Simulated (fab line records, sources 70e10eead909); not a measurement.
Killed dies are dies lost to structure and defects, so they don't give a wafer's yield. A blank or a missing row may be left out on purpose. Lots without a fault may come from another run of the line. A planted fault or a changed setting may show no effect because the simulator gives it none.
Which tool did it? | flow nand_harc | 6 lots, 18 wafers sampled, at 5 steps of a route of 1302

WHAT THE GAUGES READ, wafer by wafer
NHARC_END_SORT_01.
lot  | measured     | on        | killed_at_array
L105 | day 24 08:28 | prober-02 | 79 77 88
L108 | day 26 00:51 | prober-01 | 82 57 66
L113 | day 28 06:11 | prober-01 | 668 675 675
L123 | day 31 18:45 | prober-02 | 53 51 50
L125 | day 33 05:14 | prober-02 | 64 58 46

WHICH TOOL RAN EACH LOT (tool, then ch and the chambers of the sampled wafers, then the start)
lot  | NHARC_A_WL_FILL_ALD_00           | NHARC_A_WL_FILL_ALD_10           | NHARC_A_WL_FILL_ETCHBACK_17       | NHARC_A_WL_FILL_CMP_12
L105 | ald_hk-02 ch 0,2,3, day 20 10:35 | ald_hk-04 ch 0,2,3, day 20 17:38 | rie_metal-02 ch 0,1, day 20 22:28 | cmp-04 ch 0,2,3, day 21 04:17
L108 | ald_hk-02 ch 0,2,3, day 22 09:22 | ald_hk-01 ch 0,1,3, day 22 17:33 | rie_metal-02 ch 0, day 22 21:20   | cmp-01 ch 0,1,3, day 23 01:08
L113 | ald_hk-04 ch 0,1,2, day 24 02:20 | ald_hk-04 ch 0,2,3, day 24 09:45 | rie_metal-01 ch 0,1, day 24 14:37 | cmp-02 ch 0,2,3, day 24 21:40
L123 | ald_hk-04 ch 0,1,3, day 27 18:08 | ald_hk-01 ch 0,1,2, day 28 05:04 | rie_metal-01 ch 0,1, day 28 09:22 | cmp-04 ch 0,1,3, day 28 15:02
L125 | ald_hk-04 ch 1,2,3, day 29 02:23 | ald_hk-01 ch 0,2,3, day 29 11:35 | rie_metal-03 ch 1, day 29 15:55   | cmp-01 ch 1,3, day 29 20:08
L127 | ald_hk-02 ch 1,2,3, day 30 04:16 | ald_hk-01 ch 0,3, day 30 11:31   | rie_metal-02 ch 0,1, day 30 16:16 | cmp-04 ch 0,1,2, day 30 22:08
- NHARC_A_WL_FILL_ALD_00: deposits Al2O3, target thk 3 nm, pulse time 3 s, ald cycles 30.
- NHARC_A_WL_FILL_ALD_10: deposits SiO2, target thk 50 nm, pulse time 10 s, ald cycles 500.
- NHARC_A_WL_FILL_ETCHBACK_17: etches the open film in Cl2/BCl3, target depth 4 nm, time 26.7 s.
- NHARC_A_WL_FILL_CMP_12: polishes, t overpolish 30 s, target thk 100 nm.

THE ANSWER, worked out from the rows above alone
Rule: what is usual is taken from the lots themselves. Put in order of their means at a reading, lots are off if they are a third of the lots or fewer, leave a main group of 4 or more, and stand apart from it by a gap of 3 or more times the standard deviation of the main group's means; of several such gaps the widest counts. A main group whose means are all the same, to the digits that the tables above print for the reading, isn't used. A lot without any number at a reading at which 4 lots or more have one is off too. The other lots that the step has rows for count as sound.
Off: L113, at NHARC_END_SORT_01 (killed_at_array). The main group: mean 64, standard deviation 12. Neither off nor sound, because the step has no rows for them: L127.
A tool fits if, at a process step before that reading, it ran every lot that is off, and no sound lot after the first of them. The gauges at NHARC_END_SORT_01 are tried like those tools. Can't be told from this: 3 tools fit, ald_hk-04 at NHARC_A_WL_FILL_ALD_10, cmp-02 at NHARC_A_WL_FILL_CMP_12, prober-01 at NHARC_END_SORT_01.

WHAT THE SIMULATOR HAD PUT IN
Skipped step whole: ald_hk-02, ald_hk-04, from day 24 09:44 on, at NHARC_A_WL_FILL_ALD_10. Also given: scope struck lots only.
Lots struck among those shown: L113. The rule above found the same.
